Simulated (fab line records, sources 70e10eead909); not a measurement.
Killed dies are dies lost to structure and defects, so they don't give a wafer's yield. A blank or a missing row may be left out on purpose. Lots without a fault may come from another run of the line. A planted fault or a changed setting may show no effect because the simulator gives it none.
A struck lot beside a sound one | flow nand_harc | 14 steps out of a route of 1302
Sound: wafers L259.1, L259.2, L259.5. Struck: wafers L264.2, L264.5. (L264.4 of the same lot was not struck and is left out.) The cause comes at the end.
At each step with rows: each side's tool, then ch and its chambers, then its first start. Under that, the readings that differ: sound wafers | struck wafers | difference of the means | sigmas: that difference in standard deviations of wafers without a fault.
alike: readings whose means differ by less than 2 such deviations, and words and numbers that are the same on both sides. not compared: withheld readings, readings that some wafer has no value for, bounds like >300 that may hide the same value, and numbers for which the record gives no deviation and whose values overlap.
The two part at a step that has a row with sigmas, a row that says differs or no value, or rows on one side only. Numbers that don't overlap but have no deviation are shown without sigmas and don't part them. A reading that every wafer of one side lacks parts them only if that side has two wafers or more.

first, 1 step without rows for these wafers: NHARC_A_ONON_D1_DEP_03 (target thk 1000 nm).
NHARC_A_ONON_D1_THK_MEAS_05: measures by ellipsometry.
  sound on film_metro-02, day 10 08:04; struck on film_metro-01, day 12 08:52
  alike: thk_nm
then, 1 step without rows for these wafers: NHARC_A_ONON_D1_DEP_06 (target thk 1000 nm).
NHARC_A_ONON_D1_THK_MEAS_08: measures by ellipsometry.
  sound on film_metro-01, day 10 08:38; struck on film_metro-01, day 12 09:28
  alike: thk_nm
then, 1 step without rows for these wafers: NHARC_A_ONON_D1_DEP_09 (target thk 1000 nm).
NHARC_A_ONON_D1_THK_MEAS_11: measures by ellipsometry.
  sound on film_metro-02, day 10 09:11; struck on film_metro-01, day 12 10:02
  reading     | sound          | struck  | difference | sigmas
  thk_nm (nm) | 1009 1010 1008 | 975 974 | -34        | -3
then, 1 step without rows for these wafers: NHARC_A_ONON_D1_DEP_12 (target thk 1000 nm).
NHARC_A_ONON_D1_THK_MEAS_14: measures by ellipsometry.
  sound on film_metro-01, day 10 09:45; struck on film_metro-02, day 12 10:35
  alike: thk_nm
then, 2 steps without rows for these wafers: NHARC_A_ONON_D1_ANNEAL_15 (time 3600 s); NHARC_A_ONON_D1_DEP_16 (target thk 1000 nm).
NHARC_A_ONON_D1_THK_MEAS_18: measures by ellipsometry.
  sound on film_metro-02, day 10 17:47; struck on film_metro-01, day 12 18:25
  alike: thk_nm
NHARC_A_ONON_D1_DEP_19: target thk 1000 nm.
  sound on pecvd_onon-04 ch 0, day 10 17:50; struck on pecvd_onon-04 ch 0, day 12 18:32
  alike: nh3_flow_sccm
NHARC_A_ONON_D1_THK_MEAS_21: measures by ellipsometry.
  sound on film_metro-01, day 10 18:21; struck on film_metro-01, day 12 18:59
  reading     | sound       | struck  | difference | sigmas
  thk_nm (nm) | 988 990 989 | 900 901 | -88        | -9
then, 1 step without rows for these wafers: NHARC_A_ONON_D1_DEP_22 (target thk 1000 nm).

WHERE THEY PART
First at NHARC_A_ONON_D1_THK_MEAS_11; last, within this record, at NHARC_A_ONON_D1_THK_MEAS_21.

WHY: what the simulator had put in
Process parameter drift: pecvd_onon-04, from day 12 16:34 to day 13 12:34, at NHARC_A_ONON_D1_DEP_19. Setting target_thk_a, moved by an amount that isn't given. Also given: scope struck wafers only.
